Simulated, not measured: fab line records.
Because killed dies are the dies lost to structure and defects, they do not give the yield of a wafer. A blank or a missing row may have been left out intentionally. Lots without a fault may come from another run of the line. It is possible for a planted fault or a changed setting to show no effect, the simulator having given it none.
Matching of chambers ; flow n5Finfet ; N5_DUMMY_REMOVAL_HM_STRIP_01 on rieDiel-03: 4 sister chambers
The step strips SiNx in CH3F/O2, stops on poly-Si, target depth 4 nm, time 6.8 s. 16 wafers are shown with their chamber, then 8 later ones without.

## WAFERS WITH THEIR CHAMBER
wafer;chamber;throttleValvePct (%);showerheadPlenumPTorr (Torr);oesProductAu (a.u.)
L076.1;1;16.37;2.09;0.62
L076.3;2;16.43;2.00;0.61
L076.4;3;16.41;1.89;0.57
L081.1;2;16.44;2.00;0.60
L081.2;1;16.38;2.09;0.61
L081.5;2;16.42;2.00;0.61
L087.1;3;15.95;2.14;0.78
L087.2;2;16.46;2.00;0.60
L087.6;1;16.39;2.09;0.60
L090.3;0;16.21;1.92;0.59
L090.4;2;16.46;1.99;0.59
L090.5;0;16.18;1.92;0.59
L091.2;0;16.20;1.92;0.60
L091.4;3;15.94;2.14;0.75
L091.6;1;16.40;2.08;0.60
L095.2;0;16.20;1.91;0.59

SIGNATURES (averages over the wafers above)
reading;chamber 0;chamber 1;chamber 2;chamber 3;scatter within a chamber
throttleValvePct;16.1975;16.3850;16.4420;16.1000;0.11
showerheadPlenumPTorr;1.9175;2.0875;1.9980;2.0567;0.0591
oesProductAu;0.5925;0.6075;0.6020;0.7000;0.0469
Rule: distance of a wafer from a chamber = root of the sum over the readings of ((wafer's reading minus chamber's mean) / reading's scatter) squared. The wafer belongs to the nearest chamber; if the next one is less than 2 further off, it can't be placed. The scatter: the root of (the sum of the squares of (reading less its chamber's mean) over the shown wafers, divided by (wafers less chambers)).

## WAFERS WHOSE CHAMBER IS MISSING
wafer;throttleValvePct (%);showerheadPlenumPTorr (Torr);oesProductAu (a.u.)
L095.3;16.48;1.99;0.60
L095.4;15.97;2.13;0.73
L096.3;16.47;1.99;0.59
L096.4;15.97;2.13;0.74
L096.5;16.41;2.08;0.59
L097.2;16.19;1.91;0.59
L097.3;15.97;2.13;0.72
L097.4;16.49;1.99;0.59

## CHAMBER TAKEN BY EACH
wafer;from the rows above;in truth
L095.3;can't be placed: 2 or 1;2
L095.4;3;3
L096.3;can't be placed: 2 or 1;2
L096.4;3;3
L096.5;can't be placed: 1 or 2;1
L097.2;0;0
L097.3;3;3
L097.4;can't be placed: 2 or 1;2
Correctly placed: 4 of 8. From these rows, 4 cannot be placed; in 4 the true chamber is one of the candidates. Placed wrongly: 0.
